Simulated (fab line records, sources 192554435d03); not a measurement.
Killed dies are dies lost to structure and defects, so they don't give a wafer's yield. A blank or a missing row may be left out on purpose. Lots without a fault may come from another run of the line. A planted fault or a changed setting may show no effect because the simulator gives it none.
A struck lot beside a sound one | flow n5_finfet | 16 steps out of a route of 1938
Sound: wafers L616.1, L616.5, L616.6. Struck: wafers L621.1, L621.4, L621.5. The cause comes at the end.
At each step with rows: each side's tool, then ch and its chambers, then its first start. Under that, the readings that differ: sound wafers | struck wafers | difference of the means | sigmas: that difference in standard deviations of wafers without a fault.
alike: readings whose means differ by less than 2 such deviations, and words and numbers that are the same on both sides. not compared: withheld readings, readings that some wafer has no value for, bounds like >300 that may hide the same value, and numbers for which the record gives no deviation and whose values overlap.
The two part at a step that has a row with sigmas, a row that says differs or no value, or rows on one side only. Numbers that don't overlap but have no deviation are shown without sigmas and don't part them. A reading that every wafer of one side lacks parts them only if that side has two wafers or more.

first, 9 steps without rows for these wafers: N5_BEOL_M2_COAT_05 (resist thk 30 nm); N5_BEOL_M2_EBR_07; N5_BEOL_M2_SOFTBAKE_06 (time 60 s); N5_BEOL_M2_EXPOSE_08 (exposes mask M2); N5_BEOL_M2_PEB_09 (peb time 60 s); N5_BEOL_M2_DEVELOP_10 (develop time 30 s); N5_BEOL_M2_DESCUM_16 (chemistry O2, time 7 s); N5_BEOL_M2_ETCH_74 (etches underlayer in N2/H2, target depth 6.5 nm, time 5.2 s); N5_BEOL_M2_ETCH_63 (etches SiARC in CF4, target depth 15.6 nm, time 26 s).
N5_BEOL_M2_ETCH_64: etches SOC in N2/H2, target depth 75 nm, overetch 22.5 nm, time 121.9 s.
  sound on rie_diel-02 ch 0,1, day 8 10:30; struck on rie_diel-02 ch 1,2, day 10 05:58
  reading                                    | sound             | struck            | difference | sigmas
  rf_fwd_power_W (W)                         | 840.1 837.2 839.3 | 633.1 633.4 635.7 | -204.8     | -79
  rf_vpp_V (V)                               | 525.2 524.6 526.3 | 576.5 576.7 574.8 | +50.6      | +23
  model.SiARC_of_BEOL_M2_COAT_62.thk_nm (nm) | 6.4 6.2 6.4       | 7.2 7.2 6.8       | +0.7       |
  model.BEOL_M2.cd_offset_nm (nm)            | -0.2 0.2 0        | -0.8 -0.6 -0.8    | -0.7       |
  alike: drypump_motor_current_A, oes_product_au, showerhead_plenum_p_Torr, throttle_valve_pct
  not compared: rf_hours_counter_h
then, 3 steps without rows for these wafers: N5_BEOL_M2_STRIP_65 (strips in N2/H2); N5_BEOL_M2_STRIP_75 (strips in N2/H2); N5_BEOL_M2_STRIP_66 (strips in CF4).
N5_BEOL_M2_HM_OPEN_17: chemistry Cl2/BCl3, target TiN, target depth 20 nm, overetch 6 nm.
  sound on rie_metal-01 ch 0,1, day 8 10:41; struck on rie_metal-01 ch 0,1, day 10 06:08
  reading                         | sound     | struck         | difference | sigmas
  model.BEOL_M2.cd_offset_nm (nm) | 0 0.2 0.2 | -0.6 -0.2 -0.6 | -0.6       |
  alike: bcl3_flow_sccm, drypump_motor_current_A, oes_product_au, throttle_valve_pct
  not compared: rf_hours_counter_h
then, 1 step without rows for these wafers: N5_BEOL_M2_STRIP_19 (strips in O2).
N5_BEOL_M4_RC_MEAS_101:
  sound on prober-01 ch 0, day 10 02:11; struck on prober-01 ch 0, day 11 16:16
  alike: DIBL_N, DIBL_P, IOFF_N, IOFF_P, ION_N, ION_P, SS_N, SS_P, VT_N, VT_P

WHERE THEY PART
Only at N5_BEOL_M2_ETCH_64, within this record. Later steps at which nothing parts them and some readings are alike: N5_BEOL_M2_HM_OPEN_17, N5_BEOL_M4_RC_MEAS_101.

WHY: what the simulator had put in
Process parameter drift: rie_diel-02, from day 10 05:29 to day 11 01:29, at N5_BEOL_M2_ETCH_64. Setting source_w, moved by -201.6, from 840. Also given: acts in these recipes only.
